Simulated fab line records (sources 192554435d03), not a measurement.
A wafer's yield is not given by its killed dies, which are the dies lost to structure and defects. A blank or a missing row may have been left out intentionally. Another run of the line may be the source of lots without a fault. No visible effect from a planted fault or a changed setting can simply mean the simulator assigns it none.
Chamber matching + flow n5-finfet + N5_GATE_CUT_STRIP_41 on rie-diel-03 has 4 sister chambers
The step strips in CF4. 16 wafers are shown with their chamber, then 8 later ones without.

EACH WAFER AND ITS CHAMBER
| wafer  | chamber | drypump-motor-current-A (A) | showerhead-plenum-p-Torr (Torr) | throttle-valve-pct (%) |
|--------|---------|-----------------------------|---------------------------------|------------------------|
| L074.2 | 1       | 5.7                         | 1.75                            | 13.93                  |
| L074.4 | 2       | 6.6                         | 1.84                            | 13.82                  |
| L074.5 | 0       | 6.2                         | 1.75                            | 13.44                  |
| L083.1 | 1       | 5.6                         | 1.75                            | 13.97                  |
| L083.2 | 2       | 6.6                         | 1.83                            | 13.89                  |
| L083.3 | 0       | 6.2                         | 1.74                            | 13.47                  |
| L083.4 | 3       | 5.7                         | 1.86                            | 13.84                  |
| L083.5 | 2       | 6.6                         | 1.83                            | 13.86                  |
| L083.6 | 3       | 5.7                         | 1.86                            | 13.82                  |
| L084.2 | 1       | 5.7                         | 1.75                            | 14.00                  |
| L084.3 | 3       | 5.7                         | 1.86                            | 13.85                  |
| L084.4 | 0       | 6.2                         | 1.74                            | 13.47                  |
| L085.1 | 3       | 5.7                         | 1.86                            | 13.87                  |
| L085.2 | 0       | 6.2                         | 1.74                            | 13.48                  |
| L085.3 | 1       | 5.7                         | 1.75                            | 13.99                  |
| L085.4 | 0       | 6.2                         | 1.74                            | 13.50                  |

SIGNATURES (averages over the wafers above)
| reading                  | chamber 0 | chamber 1 | chamber 2 | chamber 3 | scatter within a chamber |
|--------------------------|-----------|-----------|-----------|-----------|--------------------------|
| drypump-motor-current-A  | 6.200     | 5.675     | 6.600     | 5.700     | 0.025                    |
| showerhead-plenum-p-Torr | 1.7420    | 1.7500    | 1.8333    | 1.8600    | 0.0035                   |
| throttle-valve-pct       | 13.4720   | 13.9725   | 13.8567   | 13.8450   | 0.0266                   |
Rule: for a wafer and a chamber, the distance is found by dividing, reading by reading, the gap between the wafer's reading and the chamber's mean by the reading's scatter, squaring, summing and taking the root. The wafer belongs to the nearest chamber; if the next one is less than 2 further off, it can't be placed. The scatter: the root of (the sum of the squares of (reading less its chamber's mean) over the shown wafers, divided by (wafers less chambers)).

WAFERS WHOSE CHAMBER IS MISSING
| wafer  | drypump-motor-current-A (A) | showerhead-plenum-p-Torr (Torr) | throttle-valve-pct (%) |
|--------|-----------------------------|---------------------------------|------------------------|
| L085.5 | 5.7                         | 1.75                            | 13.98                  |
| L085.6 | 5.7                         | 1.86                            | 13.85                  |
| L089.1 | 6.6                         | 1.83                            | 13.31                  |
| L089.4 | 5.7                         | 1.85                            | 13.88                  |
| L089.6 | 6.2                         | 1.74                            | 12.91                  |
| L091.2 | 5.7                         | 1.85                            | 13.89                  |
| L091.4 | 6.2                         | 1.74                            | 12.95                  |
| L091.6 | 6.6                         | 1.83                            | 13.30                  |

THE CHAMBER EACH PASSED THROUGH
| wafer  | from the rows above | in truth |
|--------|---------------------|----------|
| L085.5 | 1                   | 1        |
| L085.6 | 3                   | 3        |
| L089.1 | 2                   | 2        |
| L089.4 | 3                   | 3        |
| L089.6 | 0                   | 0        |
| L091.2 | 3                   | 3        |
| L091.4 | 0                   | 0        |
| L091.6 | 2                   | 2        |
Correctly placed: 8 of 8. Number that these rows cannot place: 0. Number placed wrongly: 0.
